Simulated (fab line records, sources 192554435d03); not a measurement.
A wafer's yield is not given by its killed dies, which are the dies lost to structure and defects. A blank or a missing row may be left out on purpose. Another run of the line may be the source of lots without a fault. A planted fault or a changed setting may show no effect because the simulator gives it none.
Split-lot trial ; flow n5Finfet ; route with 1938 steps; 7 lots, 21 wafers read

## THE SPLIT
At N5_BEOL_M1_HM_DEP_02 (deposits TiN, target thk 20 nm), the setting targetThkA was moved away from the recipe's 200 angstrom on 5 of the 21 wafers read, by -9.5% to -7.1%. The other wafers ran this setting at the recipe's value.

The split's own step is where the reading is taken.

## THE READING
TiN_of_BEOL_M1_HM_DEP_02.thkNm (the simulator's own value, which no gauge read), in nm, at N5_BEOL_M1_HM_DEP_02 (deposits TiN, target thk 20 nm). No usual value for it is given in the file. The 16 wafers here that ran the recipe average 19.9 nm, standard deviation 0.14 nm.

wafer;tool, chamber at the split;targetThkA as run, angstrom;against the recipe;TiN_of_BEOL_M1_HM_DEP_02.thkNm, nm;against lot-mates on the recipe
L076.1;pvdSputter-03, -;200;recipe;20;-
L076.3;pvdSputter-03, -;200;recipe;19.8;-
L076.5;pvdSputter-03, -;200;recipe;20.2;-
L085.3;pvdSputter-02, -;200;recipe;19.8;-
L085.6;pvdSputter-02, -;200;recipe;19.8;-
L085.4;pvdSputter-02, -;200;recipe;20;-
L086.1;pvdSputter-03, -;200;recipe;19.8;-
L086.2;pvdSputter-03, -;185.8;-7.1%;18.6;-1.2
L086.3;pvdSputter-03, -;185.8;-7.1%;18.4;-1.4
L090.3;pvdSputter-02, -;200;recipe;19.8;-
L090.4;pvdSputter-02, -;200;recipe;20;-
L090.5;pvdSputter-02, -;180.9;-9.5%;18.2;-1.7
L092.2;pvdSputter-01, -;200;recipe;19.8;-
L092.3;pvdSputter-01, -;200;recipe;19.8;-
L092.6;pvdSputter-01, -;200;recipe;19.8;-
L095.4;pvdSputter-02, -;200;recipe;20;-
L095.5;pvdSputter-02, -;200;recipe;20;-
L095.6;pvdSputter-02, -;200;recipe;20.2;-
L097.1;pvdSputter-03, -;185.6;-7.2%;18.8;-1.2
L097.4;pvdSputter-03, -;200;recipe;20;-
L097.5;pvdSputter-03, -;185.6;-7.2%;18.6;-1.4

FIT RESULTS
A straight line over all 21 wafers: TiN_of_BEOL_M1_HM_DEP_02.thkNm changes by +0.184 nm for each +1% of targetThkA; r = +0.97; the points scatter about the line by 0.14 nm.
The same after taking each lot's own level away (the mean of its wafers on the recipe; 21 wafers): +0.181 nm for each +1%; r = +0.99; scatter 0.1 nm.
The reading moves by 1.7 nm for the largest change in targetThkA, on that fit.
Across the lots, their own levels run from 19.80 to 20.07 nm, a range of 1.9 times the standard deviation given above.
Consequently the slope shifts little with the lot-to-lot level, the two slopes agreeing.
Check: for one of the wafers moved furthest among these (-9.5%), held out of the fit, the line's prediction against its lot-mates is -1.74 nm. Against them it came out at -1.7 nm.

## OTHER SPLITS ON THESE WAFERS
Note: prior to the reading, these wafers also went through further splits. Each is held against what the fit with the lots' levels taken away leaves over:
other split on the same wafers;wafers away from the commonest value;r with TiN_of_BEOL_M1_HM_DEP_02.thkNm (lot level and that fit taken away)
N5_SD_EPI_N_PEB_07 pebTimeS;6;+0.07
N5_SD_EPI_P_EPI_21 epiGrowthTimeS;6;+0.12
N5_HKMG_FIN_ETCH_54 sourceW;8;+0.28
N5_HKMG_FIN_COAT_85 spinRpm;10;-0.32
N5_GATE_CUT_COAT_27 spinRpm;8;+0.07
N5_BEOL_M0_SAQP_HM_DEP_02 targetThkA;9;-0.15
N5_BEOL_M0_SAQP_ETCH_106 targetDepthA;6;+0.43
N5_BEOL_M1_ILD_DEP_00 timeS;8;-0.06

## THE FILE'S OWN FIT
TiN_of_BEOL_M1_HM_DEP_02.thkNm changes by +0.18 nm for each +1% of targetThkA, r = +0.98.
